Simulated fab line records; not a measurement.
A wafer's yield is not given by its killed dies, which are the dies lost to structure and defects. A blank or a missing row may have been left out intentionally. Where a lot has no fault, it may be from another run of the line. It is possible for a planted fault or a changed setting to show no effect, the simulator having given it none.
Matching of chambers | flow n5_finfet | 4 sister chambers for N5_BEOL_M10_ETCH_62 on rie_diel-01
The step etches SOC in N2/H2, target depth 110 nm, overetch 22 nm, time 165 s. 8 wafers are shown with their chamber, then 8 later ones without.

EACH WAFER AND ITS CHAMBER
wafer  | chamber | drypump_motor_current_A (A) | showerhead_plenum_p_Torr (Torr)
L082.4 | 2       | 5.3                         | 2.44
L082.6 | 3       | 5.3                         | 2.45
L088.1 | 2       | 5.3                         | 2.43
L088.6 | 0       | 6.2                         | 2.50
L093.1 | 1       | 5.6                         | 2.49
L093.3 | 0       | 6.2                         | 2.50
L093.4 | 3       | 5.3                         | 2.44
L091.2 | 1       | 5.7                         | 2.49

WAFERS WITH NO CHAMBER GIVEN
wafer  | drypump_motor_current_A (A) | showerhead_plenum_p_Torr (Torr)
L091.5 | 5.3                         | 2.44
L091.6 | 6.2                         | 2.50
L094.1 | 5.3                         | 2.43
L094.5 | 6.2                         | 2.50
L094.6 | 5.3                         | 2.43
L095.3 | 5.7                         | 2.48
L095.4 | 5.3                         | 2.42
L095.6 | 6.2                         | 2.50

CHAMBER TAKEN BY EACH
wafer  | from the rows above     | in truth
L091.5 | can't be placed: 2 or 3 | 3
L091.6 | 0                       | 0
L094.1 | 2                       | 2
L094.5 | 0                       | 0
L094.6 | 2                       | 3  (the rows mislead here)
L095.3 | 1                       | 1
L095.4 | 2                       | 2
L095.6 | 0                       | 0
Placed correctly: 6 of 8. From these rows, 1 cannot be placed; in 1 the true chamber is one of the candidates. Number placed wrongly: 1.
How it was worked out, from the rows above alone: a wafer's distance from a chamber is the root of the sum, over the readings, of the square of ((its reading less the chamber's mean) divided by the reading's scatter). If the next closest chamber is less than 2 further off than the closest, the wafer can't be placed; otherwise it belongs to the closest. A chamber's mean is the mean of its shown wafers. The scatter is the square root of a quotient: the sum, over the shown wafers, of each reading's squared deviation from its chamber's mean, divided by wafers minus chambers.
